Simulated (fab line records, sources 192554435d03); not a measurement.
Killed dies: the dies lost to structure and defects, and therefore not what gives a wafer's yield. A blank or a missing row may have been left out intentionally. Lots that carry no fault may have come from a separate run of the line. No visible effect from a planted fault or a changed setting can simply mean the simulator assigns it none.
fab line records + flow n5-finfet
record:
- lots: 7
- wafers: 39
route steps=1938 shown ZERO_LAYER@16 FIN_SAQP@96 SD_EPI_P@306 HKMG_FIN@388 MOL_CONTACT_COAG@616 BEOL_M1@751 BEOL_M3@1017 BEOL_M4@1111
start-h: hours from the record's opening day to when the first of the lot's shown wafers began + wait-h: time in hours since the lot's previous step + " as in the row above + L1.1+2: several wafers, shown together as one row + - either no value or no given start + * or withheld: withheld + < > ~ a bound
route shown NAME@n: NAME is a module with steps in the file, n the number in the route of the first one + usual: mean/standard deviation of fault-free wafers + same: alike in all rows + chamber/n: place in a boat + sites: readings site by site + _std_site: standard deviation of those values + _edge_site: outer sites' mean less inner sites' + radius-mm: for every site, how far away it sits from the centre of the wafer + mask NAME#n: copy n + behind: the most recent tool/chamber to have shaped the wafer + hold: why the lot went on hold/how many hours it stayed there/how the hold came to an end + device: whichever transistor did not switch (one of n, p or np) + end of line: the same wafers' tests at the end of the route + a step with no rows: only its recipe + killed: the dies lost at the first sort to structure and to defects; this is not the yield of the wafer + map: shows each die of a wafer: x if killed, . if not, _ if none is there
set.NAME: the setting as run; set.NAME@STEP: as run at that earlier step + model.NAME: the simulator's own value behind a step, which no gauge read
lots whose settings were changed on purpose; a table a step, a row a wafer
== steps ==
step: N5_ZERO_LAYER_ETCH_18
recipe:
- chemistry: HBr/Cl2
- target: Si
- target-depth-a: 1200
- time-s: 40
- pressure-mtorr: 10
- icp-w: 800
- bias-w: 75
- HBr_flow_sccm: 150
- Cl2_flow_sccm: 80
step: N5_FIN_SAQP_HM_DEP_03
recipe:
- material: SiNx
- target-thk-a: 380
- temp-c: 400
- precursor: SiH4/NH3/N2
- pressure-torr: 1.5
- rf-w: 300
- time-s: 33.6
step: N5_SD_EPI_P_DESCUM_14
recipe:
- chemistry: O2
- time-s: 7.9
- source-power-w: 50
- bias-power-w: 20
- pressure-mtorr: 20
- rf-frequency-hz: 2.712e+07
- temp-c: 40
- resist: CAR-ArF-block
- o2-flow-sccm: 225
step: N5_HKMG_FIN_ALD_74
recipe:
- material: La2O3
- target-thk-a: 5
- temp-c: 250
- ald-precursor-family: La-Cp
- ald-co-reactant: O3
- pulse-time-s: 6
- co-reactant-pulse-time-s: 1
- purge-time-s: 3
- co-reactant-purge-time-s: 3
step: N5_MOL_CONTACT_COAG_ETCH_124
recipe:
- chemistry: CH3F/O2
- target: SiNx
- target-depth-a: 65
- mask-material: SOC
- stop-on: SiOC
- over-etch-frac: 0.3
- ion-energy-ev: 120
- pressure-mtorr: 30
- source-w: 395
- bias-w: 73
- Ar_flow_sccm: 150
- CH3F_flow_sccm: 30
- O2_flow_sccm: 20
- ends: end-point
step: N5_BEOL_M1_ILD_DEP_00
recipe:
- material: SiOC
- target-thk-a: 790
- temp-c: 350
- precursor: DEMS/O2
- pressure-torr: 5
- rf-w: 500
- time-s: 15.3
step: N5_BEOL_M3_PRE_CLEAN_56
recipe:
- gas: NH3
- time-s: 15
- temp-c: withheld
- rf-power-w: 300
step: N5_BEOL_M4_RC_MEAS_101
usual:
- IOFF_P_LIN: 0.099/0.017
- IOFF_P_LONG: 0.000105/1.1e-05
- VT_P: -251/4
- VT_P_LONG: -276.0/3
| lot.wafer | tool      | chamber | start-h | wait-h | set.target-depth-a@ZERO_LAYER_ETCH_18 | set.time-s@FIN_SAQP_HM_DEP_03 | set.time-s@SD_EPI_P_DESCUM_14 | set.co-reactant-pulse-time-s@HKMG_FIN_ALD_74 | set.target-depth-a@MOL_CONTACT_COAG_ETCH_124 | set.target-thk-a@BEOL_M1_ILD_DEP_00 | set.time-s@BEOL_M3_PRE_CLEAN_56 | IOFF_P_LIN[nA/um] | IOFF_P_LONG[nA/um] | VT_P[mV] | VT_P_LONG[mV] |
|-----------|-----------|---------|---------|--------|---------------------------------------|-------------------------------|-------------------------------|----------------------------------------------|----------------------------------------------|-------------------------------------|---------------------------------|-------------------|--------------------|----------|---------------|
| L076.1    | prober-02 | 0       | 180.56  | 0.0    | 487.7                                 | 33.6                          | 11.87                         | 1.322                                        | 65                                           | 1222                                | 17.51                           | -                 | -                  | -        | -             |
| L076.2    | "         | 0       | "       | "      | 487.7                                 | 33.6                          | 11.87                         | 1                                            | 39.22                                        | 1222                                | 17.51                           | -                 | -                  | -        | -             |
| L076.3    | "         | 0       | "       | "      | 1200                                  | 33.6                          | 7.9                           | 1.322                                        | 65                                           | 790                                 | 15                              | 0.078             | 9.4e-05            | -256     | -283.5        |
| L076.4    | "         | 0       | "       | "      | 1200                                  | 33.6                          | 11.87                         | 1.322                                        | 39.22                                        | 790                                 | 15                              | 0.083             | 9e-05              | -257     | -281.6        |
| L076.5    | "         | 0       | "       | "      | 1200                                  | 33.6                          | 7.9                           | 1                                            | 39.22                                        | 1222                                | 15                              | -                 | -                  | -        | -             |
| L076.6    | "         | 0       | "       | "      | 487.7                                 | 33.6                          | 7.9                           | 1                                            | 65                                           | 790                                 | 17.51                           | 0.113             | 0.000105           | -250     | -277.8        |
| L079.1    | prober-01 | 0       | 192.36  | 0.0    | 722.8                                 | 33.6                          | 5.246                         | 1                                            | 65                                           | 790                                 | 15                              | 0.126             | 0.000113           | -245     | -272.0        |
| L079.2    | "         | 0       | "       | "      | 1200                                  | 49.41                         | 7.9                           | 1                                            | 65                                           | 790                                 | 15                              | 0.068             | 0.000114           | -256     | -270.0        |
| L079.3    | "         | 0       | "       | "      | 722.8                                 | 33.6                          | 5.246                         | 1.326                                        | 87.58                                        | 790                                 | 15                              | 0.090             | 0.000101           | -252     | -279.4        |
| L079.4    | "         | 0       | "       | "      | 1200                                  | 33.6                          | 7.9                           | 1.326                                        | 87.58                                        | 790                                 | 11.18                           | 0.094             | 9.9e-05            | -254     | -279.7        |
| L079.5    | "         | 0       | "       | "      | 1200                                  | 49.41                         | 5.246                         | 1.326                                        | 65                                           | 790                                 | 11.18                           | 0.068             | 9.6e-05            | -259     | -277.7        |
| L079.6    | "         | 0       | "       | "      | 722.8                                 | 49.41                         | 7.9                           | 1                                            | 87.58                                        | 790                                 | 11.18                           | 0.091             | 0.000113           | -250     | -271.4        |
| L084.1    | prober-02 | 0       | 219.89  | 0.0    | 1200                                  | 33.6                          | 7.9                           | 1                                            | 79.32                                        | 790                                 | 15                              | 0.108             | 0.000101           | -252     | -278.0        |
| L084.2    | "         | 0       | "       | "      | 1200                                  | 45.5                          | 7.9                           | 1                                            | 65                                           | 790                                 | 12.5                            | 0.088             | 0.000102           | -253     | -275.4        |
| L084.3    | "         | 0       | "       | "      | 1200                                  | 33.6                          | 11.54                         | 1                                            | 65                                           | 1159                                | 15                              | -                 | -                  | -        | -             |
| L084.4    | "         | 0       | "       | "      | 1713                                  | 45.5                          | 7.9                           | 1                                            | 65                                           | 1159                                | 12.5                            | -                 | -                  | -        | -             |
| L084.5    | "         | 0       | "       | "      | 1713                                  | 33.6                          | 11.54                         | 1                                            | 79.32                                        | 790                                 | 12.5                            | 0.105             | 0.000102           | -250     | -278.1        |
| L084.6    | "         | 0       | "       | "      | 1713                                  | 45.5                          | 11.54                         | 1                                            | 79.32                                        | 1159                                | 15                              | -                 | -                  | -        | -             |
| L087.2    | prober-01 | 0       | 239.56  | 0.2    | 1200                                  | 33.6                          | 7.9                           | 1                                            | 65                                           | 790                                 | 15                              | 0.076             | 8.8e-05            | -258     | -282.7        |
| L087.4    | "         | 0       | "       | "      | 1200                                  | 33.6                          | 7.9                           | 1                                            | 65                                           | 790                                 | 15                              | 0.079             | 9.4e-05            | -253     | -280.1        |
| L087.5    | "         | 0       | "       | "      | 1200                                  | 33.6                          | 7.9                           | 1                                            | 65                                           | 790                                 | 15                              | 0.085             | 8.6e-05            | -251     | -281.6        |
| L091.1    | prober-02 | 0       | 276.94  | 0.0    | 1200                                  | 33.6                          | 7.9                           | 1                                            | 65                                           | 575.6                               | 15                              | 0.106             | 0.000114           | -247     | -273.4        |
| L091.2    | "         | 0       | "       | "      | 1640                                  | 33.6                          | 7.9                           | 0.6441                                       | 75.14                                        | 790                                 | 15                              | 0.206             | 0.000162           | -231     | -260.3        |
| L091.3    | "         | 0       | "       | "      | 1640                                  | 33.6                          | 7.9                           | 1                                            | 75.14                                        | 790                                 | 19.53                           | 0.123             | 0.000115           | -247     | -275.1        |
| L091.4    | "         | 0       | "       | "      | 1640                                  | 33.6                          | 7.9                           | 1                                            | 65                                           | 575.6                               | 15                              | 0.110             | 0.000108           | -248     | -271.8        |
| L091.5    | "         | 0       | "       | "      | 1200                                  | 33.6                          | 7.9                           | 0.6441                                       | 65                                           | 790                                 | 19.53                           | 0.193             | 0.000161           | -232     | -259.6        |
| L091.6    | "         | 0       | "       | "      | 1200                                  | 33.6                          | 7.9                           | 0.6441                                       | 75.14                                        | 575.6                               | 19.53                           | 0.203             | 0.000174           | -230     | -258.5        |
| L092.1    | prober-02 | 0       | 296.13  | 0.0    | 1200                                  | 33.6                          | 7.9                           | 1                                            | 99.12                                        | 937.9                               | 15                              | 0.093             | 0.000101           | -252     | -277.5        |
| L092.2    | "         | 0       | "       | "      | 1789                                  | 27.38                         | 7.9                           | 1                                            | 99.12                                        | 790                                 | 15                              | 0.085             | 9.9e-05            | -253     | -279.3        |
| L092.3    | "         | 0       | "       | "      | 1789                                  | 33.6                          | 7.9                           | 1                                            | 65                                           | 937.9                               | 15                              | 0.076             | 0.000101           | -256     | -278.6        |
| L092.4    | "         | 0       | "       | "      | 1200                                  | 27.38                         | 7.9                           | 1                                            | 99.12                                        | 937.9                               | 15                              | 0.066             | 0.000102           | -256     | -278.0        |
| L092.5    | "         | 0       | "       | "      | 1789                                  | 27.38                         | 7.9                           | 1                                            | 65                                           | 790                                 | 15                              | 0.095             | 9.6e-05            | -252     | -279.7        |
| L092.6    | "         | 0       | "       | "      | 1200                                  | 33.6                          | 7.9                           | 1                                            | 65                                           | 790                                 | 15                              | 0.068             | 9.9e-05            | -259     | -280.4        |
| L097.1    | prober-01 | 0       | 325.33  | 0.0    | 1609                                  | 19.47                         | 10.11                         | 1.211                                        | 102.7                                        | 647.6                               | 15                              | 0.081             | 7.8e-05            | -258     | -284.4        |
| L097.2    | "         | 0       | "       | "      | 1200                                  | 19.47                         | 7.9                           | 1                                            | 65                                           | 647.6                               | 15                              | 0.090             | 9.3e-05            | -254     | -282.9        |
| L097.3    | "         | 0       | "       | "      | 1200                                  | 33.6                          | 7.9                           | 1                                            | 102.7                                        | 790                                 | 15                              | 0.081             | 8.3e-05            | -254     | -283.2        |
| L097.4    | "         | 0       | "       | "      | 1200                                  | 33.6                          | 10.11                         | 1.211                                        | 65                                           | 790                                 | 15                              | 0.050             | 7.9e-05            | -268     | -284.4        |
| L097.5    | "         | 0       | "       | "      | 1609                                  | 33.6                          | 10.11                         | 1                                            | 65                                           | 647.6                               | 15                              | 0.091             | 8.7e-05            | -254     | -280.2        |
| L097.6    | "         | 0       | "       | "      | 1609                                  | 19.47                         | 7.9                           | 1.211                                        | 102.7                                        | 790                                 | 15                              | 0.078             | 8.1e-05            | -259     | -285.2        |
== key ==
split:
- step: N5_ZERO_LAYER_ETCH_18
- setting: target-depth-a
- stated-as: 1200
response none clear
split:
- step: N5_FIN_SAQP_HM_DEP_03
- setting: time-s
- stated-as: 33.6
response none clear
split:
- step: N5_SD_EPI_P_DESCUM_14
- setting: time-s
- stated-as: 7.9
response none clear
split:
- step: N5_HKMG_FIN_ALD_74
- setting: co-reactant-pulse-time-s
- stated-as: 1
response:
- step: N5_BEOL_M4_RC_MEAS_101
- reading: VT_P_LONG
- slope: -0.271
- per: 1%
- together-with: all
- explained: 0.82
response:
- step: N5_BEOL_M4_RC_MEAS_101
- reading: VT_P
- slope: -0.368
- per: 1%
- together-with: all
- explained: 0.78
response:
- step: N5_BEOL_M4_RC_MEAS_101
- reading: IOFF_P_LIN
- slope: -0.00158
- per: 1%
- together-with: all
- explained: 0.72
response:
- step: N5_BEOL_M4_RC_MEAS_101
- reading: IOFF_P_LONG
- slope: -8.64e-07
- per: 1%
- together-with: all
- explained: 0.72
split:
- step: N5_MOL_CONTACT_COAG_ETCH_124
- setting: target-depth-a
- stated-as: 65
response none clear
split:
- step: N5_BEOL_M1_ILD_DEP_00
- setting: target-thk-a
- stated-as: 790
response none clear
split:
- step: N5_BEOL_M3_PRE_CLEAN_56
- setting: time-s
- stated-as: 15
response none clear
